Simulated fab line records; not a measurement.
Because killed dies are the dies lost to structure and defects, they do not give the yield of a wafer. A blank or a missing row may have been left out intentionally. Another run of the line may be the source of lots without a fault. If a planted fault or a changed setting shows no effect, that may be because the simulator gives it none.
Struck lot and sound lot, side by side + flow nand-harc + 13 steps out of a route of 1302
Sound: wafers L956.1, L956.5, L956.6. Struck: wafer L969.1 (L969.4, L969.5, from the same lot, were not struck and are left out); the cause is given at the end.
Each step with rows lists, per side, the tool, then ch with its chambers, then its first start. Under that, the readings that differ: sound wafers + struck wafers + difference of the means + sigmas: that difference in standard deviations of wafers without a fault.
alike: words and numbers the same on both sides, and readings whose means are apart by under 2 such deviations; not compared: readings that were withheld, readings missing a value for some wafer, numbers with overlapping values and no deviation given by the record, and bounds like >300 which may hide the same value.
A row with sigmas, a row that says differs or no value, or rows on one side alone: a step with any of these is where the two part. When numbers do not overlap yet have no deviation, they are printed without sigmas and do not part them. A reading that every wafer of one side lacks parts them only if that side has two wafers or more.

first, 1 step without rows for these wafers: NHARC_A_WL_FILL_ALD_02 (deposits TiN, target thk 2 nm, pulse time 3 s, ald cycles 100).
NHARC_A_WL_FILL_CVD_03: deposits W, target thk 40 nm, time 279 s.
  sound on cvd-w-01 ch 0,1, day 21 20:57; struck on cvd-w-02 ch 1, day 27 23:16
  alike: heater-power-w, mfc-wf6-sccm, throttle-valve-pct
NHARC_A_WL_FILL_ETCHBACK_04: etches the open film in NF3, target depth 60 nm, time 120 s.
  sound on rie-metal-01 ch 0,1, day 21 21:18; struck on rie-metal-01 ch 1, day 27 23:34
  alike: chamber-pressure-mTorr, drypump-motor-current-A, he-backside-leak-sccm, oes-product-au, run-length-s
  not compared: rf-hours-counter-h
then, 1 step without rows for these wafers: NHARC_A_WL_FILL_ETCHBACK_05 (etches the open film in Cl2/BCl3, target depth 22 nm, time 60 s).
NHARC_A_WL_FILL_STRIP_27: strips in N2/H2, time 20 s.
  sound on plasma-asher-01 ch 0,1, day 21 21:40; struck on plasma-asher-01 ch 0, day 27 23:59
  alike: drypump-motor-current-A, heater-power-w
  not compared: rf-hours-counter-h
then, 4 steps without rows for these wafers: NHARC_A_WL_FILL_STRIP_28 (strips in post etch residue remover, time 1200 s); NHARC_A_WL_FILL_PRECLEAN_06 (cleans in DIW, time 300 s); NHARC_A_WL_FILL_SRD_07; NHARC_A_WL_FILL_ANNEAL_08 (time 1800 s).
NHARC_A_WL_FILL_ALD_10: deposits SiO2, target thk 50 nm, pulse time 10 s, ald cycles 500.
  sound on ald-hk-04 ch 0,3, day 22 03:27; struck on ald-hk-04 ch 1, day 28 11:38
  alike: heater-power-w, precursor-pulse-height-rel
NHARC_A_WL_FILL_ETCHBACK_16: etches the open film in C4F8/O2/Ar, target depth 120 nm, time 24 s.
  sound on rie-diel-04 ch 1,2, day 22 07:36; struck on rie-diel-13 ch 2, day 28 15:18
| reading               | sound          | struck | difference | sigmas |
|-----------------------|----------------|--------|------------|--------|
| oes-product-au (a.u.) | 0.90 0.93 0.91 | 0.99   | +0.08      | +2     |
| run-length-s (s)      | 44.8 46.2 45.3 | 35.3   | -10.1      | -25    |
  alike: chamber-pressure-mTorr, rf-vpp-V
  not compared: bias-w, rf-hours-counter-h
NHARC_A_WL_FILL_STRIP_29: strips in O2, time 20 s.
  sound on rie-diel-04 ch 1,2,3, day 22 07:42; struck on rie-diel-13 ch 2, day 28 15:24
| reading                | sound                | struck | difference | sigmas |
|------------------------|----------------------|--------|------------|--------|
| throttle-valve-pct (%) | 17.019 17.042 17.036 | 17.055 | +0.023     | +2     |
  alike: chamber-pressure-mTorr, drypump-motor-current-A, oes-product-au, rf-vpp-V, showerhead-plenum-p-Torr
  not compared: rf-hours-counter-h
-- jump in the record: it breaks off in module A_WL_FILL and resumes in module END (first step shown: number 1302 of the route), and 3 days separate the struck wafers' starts before and after --
NHARC_END_SORT_01:
  sound on prober-02 ch 0, day 25 19:44; struck on prober-02 ch 0, day 32 03:13
| reading     | sound | struck | difference | sigmas |
|-------------|-------|--------|------------|--------|
| killed-open | 4 2 1 | 10     | +8         | +4     |
  alike: killed-at-array, killed-at-other, killed-at-periphery, killed-dies, killed-short

WHERE THEY PART
First at NHARC_A_WL_FILL_ETCHBACK_16; last, within this record, at NHARC_END_SORT_01.

WHY: what had been put in by the simulator
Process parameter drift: rie-diel-13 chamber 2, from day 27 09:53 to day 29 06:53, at NHARC_A_WL_FILL_ETCHBACK_16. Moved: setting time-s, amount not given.
